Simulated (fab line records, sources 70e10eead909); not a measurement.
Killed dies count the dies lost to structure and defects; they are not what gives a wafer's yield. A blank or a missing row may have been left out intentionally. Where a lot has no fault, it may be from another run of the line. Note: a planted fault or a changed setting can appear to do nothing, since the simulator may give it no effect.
What tool caused it? ; flow nand harc ; 18 wafers from 6 lots sampled at 3 of the route's 1302 steps

== WHAT THE GAUGES READ, wafer by wafer ==
NHARC_P_ZERO_WELL_CD_MEAS_37: target cd 720 nm.
lot;measured;on;cd nm (nm)
L958;day 2 10:05;cd sem-02;717.1 716.3 716.5
L960;day 3 06:41;cd sem-01;719.8 718.9 720.0
L962;day 4 02:03;cd sem-03;717.7 715.8 720.9
L967;day 6 04:08;cd sem-01;719.4 722.2 723.9
L976;day 9 22:25;cd sem-03;721.5 719.8 721.6
L979;day 11 04:17;cd sem-03;721.8 725.2 723.9

== EACH LOT AND THE TOOL THAT RAN IT (in order: tool; ch and the chambers of the sampled wafers; start) ==
lot;NHARC_P_ZERO_WELL_DESCUM_13;NHARC_P_ZERO_WELL_EXPOSE_34
L958;rie diel-06 ch 0,1,2, day 2 07:16;krf scanner-04 ch 0, day 2 09:56
L960;rie diel-08 ch 0,1, day 3 03:55;krf scanner-02 ch 0, day 3 06:32
L962;rie diel-06 ch 0,1,2, day 3 23:17;krf scanner-02 ch 0, day 4 01:54
L967;rie diel-10 ch 0,2, day 6 01:18;krf scanner-02 ch 0, day 6 03:59
L976;rie diel-06 ch 1,2,3, day 9 19:27;krf scanner-02 ch 0, day 9 22:16
L979;rie diel-06 ch 2,3, day 11 01:28;krf scanner-04 ch 0, day 11 04:08
- NHARC_P_ZERO_WELL_DESCUM_13: chemistry O2, time 3 s.
- NHARC_P_ZERO_WELL_EXPOSE_34: exposes mask P PWELL, target cd 720 nm.

== THE ANSWER, worked out from the rows above alone ==
Rule: the usual values come from the lots themselves. The widest of any qualifying gaps counts: lots, ordered by their means at a reading, are off when they make up no more than a third of the lots, leave a main group of 4 or more, and stand apart from it by 3 or more times the standard deviation of that group's means. Not used: any main group whose means are identical at the precision the tables above print for the reading. Also off: a lot with no number at a reading for which 4 or more lots have one. The other lots that the step has rows for count as sound.
Nothing can be told from this: no lot is off at any reading shown.

== WHAT THE SIMULATOR HAD PUT IN ==
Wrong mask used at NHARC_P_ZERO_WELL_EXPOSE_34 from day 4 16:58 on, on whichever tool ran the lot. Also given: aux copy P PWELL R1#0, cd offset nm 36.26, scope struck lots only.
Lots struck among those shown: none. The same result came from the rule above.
